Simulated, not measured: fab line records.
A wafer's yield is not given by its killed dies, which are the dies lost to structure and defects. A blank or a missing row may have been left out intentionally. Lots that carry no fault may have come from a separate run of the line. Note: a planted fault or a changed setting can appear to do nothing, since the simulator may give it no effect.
Which tool did it? + flow n5-finfet + 24 lots, 72 wafers sampled, at 4 steps of a route of 1938

## WHAT THE GAUGES READ, wafer by wafer
N5_BEOL_M0_SAQP_CD_MEAS_14 targets a cd of 42.5 nm. Usual: cd-nm 42.4 nm, standard deviation 0.39.
| lot  | measured     | on        | cd-nm (nm)     | flag |
|------|--------------|-----------|----------------|------|
| L074 | day 5 14:50  | cd-sem-02 | 42.3 42.0 42.3 |      |
| L075 | day 6 00:12  | cd-sem-01 | 42.9 41.8 42.8 |      |
| L076 | day 6 03:41  | cd-sem-02 | 41.9 42.3 42.8 |      |
| L077 | day 6 06:26  | cd-sem-01 | 43.0 42.6 42.3 |      |
| L078 | day 6 17:52  | cd-sem-03 | 41.8 42.3 42.1 |      |
| L079 | day 6 21:24  | cd-sem-03 | 42.4 42.3 42.4 |      |
| L080 | day 7 04:34  | cd-sem-02 | 41.8 42.7 42.7 |      |
| L081 | day 7 07:57  | cd-sem-02 | 42.3 42.2 42.1 |      |
| L082 | day 7 17:55  | cd-sem-01 | 42.1 42.6 42.1 |      |
| L083 | day 7 23:21  | cd-sem-02 | 42.8 43.0 42.4 |      |
| L084 | day 8 05:59  | cd-sem-02 | 42.6 42.4 42.7 |      |
| L085 | day 8 09:17  | cd-sem-02 | 42.3 41.8 42.4 |      |
| L086 | day 8 15:58  | cd-sem-01 | 42.2 42.2 42.3 |      |
| L087 | day 8 19:13  | cd-sem-01 | 42.4 42.3 41.7 |      |
| L088 | day 9 00:44  | cd-sem-03 | 42.8 41.6 42.0 |      |
| L089 | day 9 10:59  | cd-sem-01 | 43.2 42.7 42.6 |      |
| L090 | day 9 13:16  | cd-sem-03 | 42.9 42.3 42.6 |      |
| L091 | day 9 20:04  | cd-sem-02 | 42.1 41.7 43.0 |      |
| L092 | day 10 01:15 | cd-sem-02 | 42.4 42.2 41.8 |      |
| L093 | day 10 10:05 | cd-sem-02 | 42.4 43.0 42.3 |      |
| L094 | day 10 11:00 | cd-sem-02 | 42.4 42.6 42.0 |      |
| L095 | day 10 16:11 | cd-sem-02 | 43.0 42.3 43.2 |      |
| L096 | day 10 23:06 | cd-sem-02 | 42.5 41.9 42.2 |      |
| L097 | day 11 03:19 | cd-sem-03 | 42.7 42.7 42.7 |      |

## TOOL THAT RAN EACH LOT (tool first, then ch and the chambers of the sampled wafers, then the start)
| lot  | N5_MOL_CONTACT_COAG_ETCH_65        | N5_BEOL_M0_SAQP_ILD_DEP_01      | N5_BEOL_M0_SAQP_HM_DEP_02    |
|------|------------------------------------|---------------------------------|------------------------------|
| L074 | rie-diel-06 ch 0,1, day 5 07:46    | pecvd-01 ch 0,1,2, day 5 12:54  | pvd-sputter-01, day 5 13:54  |
| L075 | rie-diel-01 ch 0,1,2, day 5 17:32  | pecvd-02 ch 1,2, day 5 22:34    | pvd-sputter-01, day 5 23:23  |
| L076 | rie-diel-02 ch 1,2,3, day 5 21:34  | pecvd-02 ch 0,1, day 6 02:32    | pvd-sputter-03, day 6 02:52  |
| L077 | rie-diel-01 ch 2,3, day 5 23:36    | pecvd-01 ch 0,2, day 6 05:34    | pvd-sputter-01, day 6 05:37  |
| L078 | rie-diel-01 ch 0,2,3, day 6 11:25  | pecvd-02 ch 0,1, day 6 16:34    | pvd-sputter-03, day 6 17:02  |
| L079 | rie-diel-01 ch 1,2,3, day 6 12:46  | pecvd-04 ch 0,1, day 6 19:34    | pvd-sputter-02, day 6 20:32  |
| L080 | rie-diel-02 ch 0,1, day 6 20:58    | pecvd-04 ch 0,1, day 7 01:56    | pvd-sputter-02, day 7 03:46  |
| L081 | rie-diel-02 ch 2,3, day 7 02:05    | pecvd-01 ch 0,2, day 7 07:01    | pvd-sputter-03, day 7 07:16  |
| L082 | rie-diel-06 ch 0,2,3, day 7 10:25  | pecvd-04 ch 0,1, day 7 15:47    | pvd-sputter-03, day 7 17:05  |
| L083 | rie-diel-06 ch 0,3, day 7 16:06    | pecvd-04 ch 1,2, day 7 21:04    | pvd-sputter-03, day 7 22:32  |
| L084 | rie-diel-01 ch 1,3, day 7 23:08    | pecvd-02 ch 0,1,2, day 8 04:14  | pvd-sputter-01, day 8 05:10  |
| L085 | rie-diel-06 ch 0,2,3, day 8 02:41  | pecvd-02 ch 0,1, day 8 07:38    | pvd-sputter-01, day 8 08:28  |
| L086 | rie-diel-01 ch 0,3, day 8 09:28    | pecvd-01 ch 0,2, day 8 14:25    | pvd-sputter-03, day 8 15:16  |
| L087 | rie-diel-02 ch 1,3, day 8 10:40    | pecvd-02 ch 1,2, day 8 17:25    | pvd-sputter-01, day 8 18:23  |
| L088 | rie-diel-02 ch 0,1,2, day 8 17:32  | pecvd-04 ch 0,1, day 8 22:31    | pvd-sputter-03, day 9 00:02  |
| L089 | rie-diel-01 ch 1,2, day 9 03:04    | pecvd-02 ch 0,1,2, day 9 08:05  | pvd-sputter-01, day 9 10:09  |
| L090 | rie-diel-06 ch 2,3, day 9 05:40    | pecvd-04 ch 0,1, day 9 11:05    | pvd-sputter-01, day 9 12:27  |
| L091 | rie-diel-06 ch 1,3, day 9 12:56    | pecvd-04 ch 0,1, day 9 17:55    | pvd-sputter-01, day 9 19:23  |
| L092 | rie-diel-06 ch 0,1,3, day 9 18:23  | pecvd-01 ch 0,2, day 9 23:41    | pvd-sputter-02, day 10 00:26 |
| L093 | rie-diel-06 ch 0,1,3, day 10 02:08 | pecvd-04 ch 0,2, day 10 07:08   | pvd-sputter-03, day 10 09:22 |
| L094 | rie-diel-06 ch 0,1,2, day 10 02:57 | pecvd-01 ch 0,2, day 10 10:07   | pvd-sputter-03, day 10 10:11 |
| L095 | rie-diel-01 ch 0,1, day 10 09:21   | pecvd-04 ch 0,2, day 10 14:19   | pvd-sputter-01, day 10 15:23 |
| L096 | rie-diel-06 ch 1,2,3, day 10 16:29 | pecvd-04 ch 0,2, day 10 21:26   | pvd-sputter-02, day 10 22:25 |
| L097 | rie-diel-01 ch 1,3, day 10 20:46   | pecvd-04 ch 0,1,2, day 11 02:08 | pvd-sputter-03, day 11 02:37 |
- N5_MOL_CONTACT_COAG_ETCH_65: etches underlayer in N2/H2, target depth 13 nm, time 10.4 s.
- N5_BEOL_M0_SAQP_ILD_DEP_01: deposits SiOC from DEMS/O2, target thk 45.419 nm, time 8.7 s.
- N5_BEOL_M0_SAQP_HM_DEP_02: deposits TiN, target thk 12 nm.

## WHAT THE TOOLS THEMSELVES READ (means of the sampled wafers that have a number; where no wafer has one, the mark that the record gives instead)
N5_MOL_CONTACT_COAG_ETCH_65. Usual: drypump-motor-current-A 5.7 A, standard deviation 0.51; etch-rf-on-time-s 10.35 s, standard deviation 0.17; oes-product-au 0.70 a.u., standard deviation 0.062; rf-vpp-V 524.6 V, standard deviation 3; showerhead-plenum-p-Torr 2.57 Torr, standard deviation 0.11; throttle-valve-pct 17.81 %, standard deviation 0.18.
| lot  | tool        | drypump-motor-current-A (A) | etch-rf-on-time-s (s) | oes-product-au (a.u.) | rf-vpp-V (V) | showerhead-plenum-p-Torr (Torr) | throttle-valve-pct (%) | flag |
|------|-------------|-----------------------------|-----------------------|-----------------------|--------------|---------------------------------|------------------------|------|
| L074 | rie-diel-06 | 6.2                         | 10.54                 | 0.73                  | 523.9        | 2.55                            | 17.89                  |      |
| L075 | rie-diel-01 | 5.9                         | 10.17                 | 0.62                  | 522.8        | 2.49                            | 17.97                  |      |
| L076 | rie-diel-02 | 5.4                         | 10.40                 | 0.74                  | 524.1        | 2.59                            | 17.65                  |      |
| L077 | rie-diel-01 | 6.1                         | 10.33                 | 0.67                  | 522.4        | 2.50                            | 17.82                  |      |
| L078 | rie-diel-01 | 6.1                         | 10.30                 | 0.67                  | 522.1        | 2.46                            | 17.89                  |      |
| L079 | rie-diel-01 | 5.8                         | 10.55                 | 0.65                  | 522.7        | 2.50                            | 17.88                  |      |
| L080 | rie-diel-02 | 5.7                         | 10.26                 | 0.74                  | 525.4        | 2.59                            | 17.53                  |      |
| L081 | rie-diel-02 | 5.1                         | 10.42                 | 0.71                  | 523.4        | 2.54                            | 17.77                  |      |
| L082 | rie-diel-06 | 5.3                         | 10.34                 | 0.76                  | 528.3        | 2.70                            | 17.74                  |      |
| L083 | rie-diel-06 | 5.2                         | 10.27                 | 0.76                  | 529.1        | 2.69                            | 17.65                  |      |
| L084 | rie-diel-01 | 5.4                         | 10.51                 | 0.64                  | 523.1        | 2.51                            | 17.94                  |      |
| L085 | rie-diel-06 | 5.3                         | 10.34                 | 0.76                  | 528.2        | 2.70                            | 17.74                  |      |
| L086 | rie-diel-01 | 5.9                         | 10.38                 | 0.69                  | 521.7        | 2.45                            | 17.87                  |      |
| L087 | rie-diel-02 | 5.1                         | 10.34                 | 0.71                  | 522.8        | 2.50                            | 17.72                  |      |
| L088 | rie-diel-02 | 5.7                         | 10.28                 | 0.71                  | 525.7        | 2.63                            | 17.63                  |      |
| L089 | rie-diel-01 | 5.7                         | 10.52                 | 0.65                  | 521.9        | 2.51                            | 17.88                  |      |
| L090 | rie-diel-06 | 5.3                         | 10.09                 | 0.74                  | 527.4        | 2.67                            | 17.71                  |      |
| L091 | rie-diel-06 | 6.2                         | 10.42                 | 0.69                  | 523.6        | 2.53                            | 17.88                  |      |
| L092 | rie-diel-06 | 5.7                         | 10.35                 | 0.71                  | 526.8        | 2.61                            | 17.80                  |      |
| L093 | rie-diel-06 | 5.7                         | 10.30                 | 0.72                  | 525.3        | 2.61                            | 17.80                  |      |
| L094 | rie-diel-06 | 5.8                         | 10.50                 | 0.71                  | 525.3        | 2.62                            | 17.91                  |      |
| L095 | rie-diel-01 | 5.9                         | 10.22                 | 0.60                  | 520.3        | 2.44                            | 18.11                  |      |
| L096 | rie-diel-06 | 5.7                         | 10.38                 | 0.70                  | 525.8        | 2.60                            | 17.85                  |      |
| L097 | rie-diel-01 | 5.6                         | 10.61                 | 0.66                  | 522.2        | 2.48                            | 17.91                  |      |

N5_BEOL_M0_SAQP_ILD_DEP_01. Usual: heater-power-w 497 W, standard deviation 81; showerhead-plenum-p-Torr 5.695 Torr, standard deviation 0.016; throttle-valve-pct 12.2 %, standard deviation 0.51.
| lot  | tool     | heater-power-w (W) | showerhead-plenum-p-Torr (Torr) | throttle-valve-pct (%) | flag |
|------|----------|--------------------|---------------------------------|------------------------|------|
| L074 | pecvd-01 | 450                | 5.704                           | 12.6                   |      |
| L075 | pecvd-02 | 531                | 5.690                           | 11.8                   |      |
| L076 | pecvd-02 | 515                | 5.696                           | 12.0                   |      |
| L077 | pecvd-01 | 422                | 5.729                           | 13.2                   |      |
| L078 | pecvd-02 | 543                | 5.703                           | 11.9                   |      |
| L079 | pecvd-04 | 528                | 5.695                           | 12.0                   |      |
| L080 | pecvd-04 | 558                | 5.693                           | 12.2                   |      |
| L081 | pecvd-01 | 446                | 5.728                           | 13.1                   |      |
| L082 | pecvd-04 | 512                | 5.697                           | 11.9                   |      |
| L083 | pecvd-04 | 507                | 5.689                           | 12.1                   |      |
| L084 | pecvd-02 | 548                | 5.686                           | 11.8                   |      |
| L085 | pecvd-02 | 523                | 5.691                           | 11.9                   |      |
| L086 | pecvd-01 | 430                | 5.719                           | 12.8                   |      |
| L087 | pecvd-02 | 538                | 5.676                           | 11.7                   |      |
| L088 | pecvd-04 | 495                | 5.701                           | 11.9                   |      |
| L089 | pecvd-02 | 534                | 5.685                           | 11.8                   |      |
| L090 | pecvd-04 | 503                | 5.696                           | 12.0                   |      |
| L091 | pecvd-04 | 598                | 5.688                           | 12.1                   |      |
| L092 | pecvd-01 | 445                | 5.709                           | 12.8                   |      |
| L093 | pecvd-04 | 429                | 5.698                           | 12.1                   |      |
| L094 | pecvd-01 | 411                | 5.719                           | 13.2                   |      |
| L095 | pecvd-04 | 471                | 5.694                           | 12.0                   |      |
| L096 | pecvd-04 | 439                | 5.694                           | 12.2                   |      |
| L097 | pecvd-04 | 481                | 5.694                           | 12.1                   |      |

N5_BEOL_M0_SAQP_HM_DEP_02. Usual: throttle-valve-pct 29.6 %, standard deviation 1.3.
| lot  | tool           | throttle-valve-pct (%) | flag |
|------|----------------|------------------------|------|
| L074 | pvd-sputter-01 | 29.4                   |      |
| L075 | pvd-sputter-01 | 29.3                   |      |
| L076 | pvd-sputter-03 | 30.5                   |      |
| L077 | pvd-sputter-01 | 28.7                   |      |
| L078 | pvd-sputter-03 | 30.2                   |      |
| L079 | pvd-sputter-02 | 29.4                   |      |
| L080 | pvd-sputter-02 | 29.6                   |      |
| L081 | pvd-sputter-03 | 29.5                   |      |
| L082 | pvd-sputter-03 | 30.6                   |      |
| L083 | pvd-sputter-03 | 30.7                   |      |
| L084 | pvd-sputter-01 | 29.0                   |      |
| L085 | pvd-sputter-01 | 28.0                   |      |
| L086 | pvd-sputter-03 | 30.9                   |      |
| L087 | pvd-sputter-01 | 29.3                   |      |
| L088 | pvd-sputter-03 | 30.6                   |      |
| L089 | pvd-sputter-01 | 29.0                   |      |
| L090 | pvd-sputter-01 | 29.0                   |      |
| L091 | pvd-sputter-01 | 27.7                   |      |
| L092 | pvd-sputter-02 | 29.2                   |      |
| L093 | pvd-sputter-03 | 30.9                   |      |
| L094 | pvd-sputter-03 | 30.1                   |      |
| L095 | pvd-sputter-01 | 28.6                   |      |
| L096 | pvd-sputter-02 | 29.5                   |      |
| L097 | pvd-sputter-03 | 30.9                   |      |

## THE ANSWER, worked out from the rows above alone
Rule: a lot is off if the mean of its wafers that have a number lies more than 3 standard deviations from the usual mean. A lot without any number at a reading at which 4 lots or more have one is off too. Where the step has rows for the other lots, those lots are counted as sound. After the gauges, taken in route order, come the tools' own readings; for these a lot's mean is taken, as printed above. The first step at which some lot is off is used, and at that step the reading that is off furthest; a lot without a number counts as furthest.
No lot is off on any of the readings shown, so nothing can be concluded from this.

## WHAT THE SIMULATOR PUT IN
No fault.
